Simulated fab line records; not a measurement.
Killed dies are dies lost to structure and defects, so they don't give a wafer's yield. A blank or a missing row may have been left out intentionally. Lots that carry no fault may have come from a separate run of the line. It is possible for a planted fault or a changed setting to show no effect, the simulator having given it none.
Matching of chambers | flow n5Finfet | 4 sister chambers for N5_BEOL_M10_STRIP_36 on rieDiel-01
The step strips in N2/H2. 14 wafers are shown with their chamber, then 7 later ones without.

## WAFERS, EACH WITH ITS CHAMBER
wafer  | chamber | showerheadPlenumPTorr (Torr) | drypumpMotorCurrentA (A) | throttleValvePct (%)
L076.3 | 1       | 2.59                         | 5.76                     | 23.49
L076.5 | 3       | 2.55                         | 5.14                     | 23.30
L076.6 | 1       | 2.59                         | 5.77                     | 23.54
L077.1 | 0       | 2.49                         | 6.11                     | 24.07
L077.4 | 3       | 2.55                         | 5.21                     | 23.32
L077.5 | 2       | 2.72                         | 6.04                     | 23.69
L080.2 | 2       | 2.71                         | 6.05                     | 23.66
L080.5 | 2       | 2.71                         | 6.03                     | 23.63
L080.6 | 3       | 2.55                         | 5.21                     | 23.31
L082.2 | 0       | 2.49                         | 6.11                     | 24.01
L082.3 | 3       | 2.54                         | 5.16                     | 23.31
L082.5 | 2       | 2.71                         | 6.06                     | 23.72
L084.2 | 3       | 2.54                         | 5.17                     | 23.36
L084.3 | 2       | 2.71                         | 6.00                     | 23.66

SIGNATURES (means of the wafers above)
reading               | chamber 0 | chamber 1 | chamber 2 | chamber 3 | scatter within a chamber
showerheadPlenumPTorr | 2.4900    | 2.5900    | 2.7120    | 2.5460    | 0.00447
drypumpMotorCurrentA  | 6.1100    | 5.7650    | 6.0360    | 5.1780    | 0.0246
throttleValvePct      | 24.0400   | 23.5150   | 23.6720   | 23.3200   | 0.0315
Rule: for each reading, subtract the chamber's mean from the wafer's reading, divide by that reading's scatter and square the result; add these up over the readings and take the root, which gives the wafer's distance from the chamber. The wafer belongs to the nearest chamber; if the next one is less than 2 further off, it can't be placed. The scatter: take each reading less its chamber's mean, square it, sum over the shown wafers, divide by the number of wafers less the number of chambers, and take the root.

## WAFERS WITH NO CHAMBER GIVEN
wafer  | showerheadPlenumPTorr (Torr) | drypumpMotorCurrentA (A) | throttleValvePct (%)
L084.4 | 2.58                         | 5.77                     | 23.50
L085.3 | 2.48                         | 6.10                     | 24.04
L085.5 | 2.58                         | 5.78                     | 23.49
L085.6 | 2.48                         | 6.09                     | 24.05
L097.3 | 2.69                         | 6.01                     | 23.72
L097.5 | 2.47                         | 6.10                     | 24.13
L097.6 | 2.53                         | 5.16                     | 23.36

## THE CHAMBER EACH PASSED THROUGH
wafer  | from the rows above | in truth
L084.4 | 1                   | 1
L085.3 | 0                   | 0
L085.5 | 1                   | 1
L085.6 | 0                   | 0
L097.3 | 2                   | 2
L097.5 | 0                   | 0
L097.6 | 3                   | 3
Placed correctly: 7 of 7. From these rows, 0 cannot be placed. Placed wrongly: 0.
